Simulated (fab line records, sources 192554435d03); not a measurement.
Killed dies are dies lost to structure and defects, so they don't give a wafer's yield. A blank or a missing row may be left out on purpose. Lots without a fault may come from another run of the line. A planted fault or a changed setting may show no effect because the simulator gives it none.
Chamber matching | flow n5_finfet | N5_BEOL_M0_ETCH_138 on rie_diel-06: 4 sister chambers
The step etches SiCN in CH3F/O2, target depth 12 nm, time 31.6 s. 18 wafers are shown with their chamber, then 9 later ones without.

WAFERS WITH THEIR CHAMBER
wafer  | chamber | throttle_valve_pct (%) | showerhead_plenum_p_Torr (Torr) | oes_product_au (a.u.)
L077.1 | 2       | 16.12                  | 2.06                            | 0.78
L077.2 | 1       | 16.63                  | 1.89                            | 0.59
L077.4 | 2       | 16.14                  | 2.06                            | 0.78
L078.4 | 2       | 16.16                  | 2.06                            | 0.79
L078.5 | 1       | 16.64                  | 1.89                            | 0.60
L078.6 | 0       | 16.67                  | 1.91                            | 0.64
L081.2 | 1       | 16.64                  | 1.88                            | 0.59
L081.4 | 0       | 16.70                  | 1.91                            | 0.63
L081.5 | 0       | 16.67                  | 1.91                            | 0.64
L082.1 | 2       | 16.16                  | 2.05                            | 0.76
L082.4 | 3       | 16.19                  | 2.00                            | 0.67
L082.6 | 3       | 16.19                  | 2.00                            | 0.67
L083.2 | 3       | 16.17                  | 2.00                            | 0.67
L083.5 | 3       | 16.18                  | 2.00                            | 0.67
L083.6 | 0       | 16.71                  | 1.91                            | 0.64
L089.2 | 1       | 16.17                  | 2.13                            | 0.84
L089.4 | 3       | 16.20                  | 2.00                            | 0.65
L089.6 | 3       | 16.21                  | 2.00                            | 0.66

SIGNATURES (means of the wafers above)
reading                  | chamber 0 | chamber 1 | chamber 2 | chamber 3 | scatter within a chamber
throttle_valve_pct       | 16.6875   | 16.5200   | 16.1450   | 16.1900   | 0.109
showerhead_plenum_p_Torr | 1.9100    | 1.9475    | 2.0575    | 2.0000    | 0.0564
oes_product_au           | 0.6375    | 0.6550    | 0.7775    | 0.6650    | 0.0577
Rule: a wafer's distance from a chamber is the root of the sum, over the readings, of the square of ((its reading less the chamber's mean) divided by the reading's scatter). The wafer belongs to the nearest chamber; if the next one is less than 2 further off, it can't be placed. The scatter: the root of (the sum of the squares of (reading less its chamber's mean) over the shown wafers, divided by (wafers less chambers)).

WAFERS WITHOUT THEIR CHAMBER
wafer  | throttle_valve_pct (%) | showerhead_plenum_p_Torr (Torr) | oes_product_au (a.u.)
L092.2 | 16.21                  | 2.05                            | 0.73
L092.3 | 16.21                  | 2.00                            | 0.65
L092.4 | 16.19                  | 2.12                            | 0.81
L093.1 | 16.74                  | 1.90                            | 0.62
L093.3 | 16.22                  | 2.00                            | 0.64
L093.4 | 16.23                  | 2.05                            | 0.74
L096.1 | 16.23                  | 2.04                            | 0.73
L096.4 | 16.23                  | 1.99                            | 0.65
L096.6 | 16.22                  | 2.04                            | 0.72

WHICH CHAMBER EACH WENT THROUGH
wafer  | from the rows above     | in truth
L092.2 | can't be placed: 2 or 3 | 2
L092.3 | 3                       | 3
L092.4 | can't be placed: 2 or 3 | 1
L093.1 | can't be placed: 0 or 1 | 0
L093.3 | 3                       | 3
L093.4 | can't be placed: 2 or 3 | 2
L096.1 | can't be placed: 2 or 3 | 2
L096.4 | 3                       | 3
L096.6 | can't be placed: 3 or 2 | 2
Placed correctly: 3 of 9. Can't be placed from these rows: 6 (the true chamber is among the candidates in 5). Placed wrongly: 0.
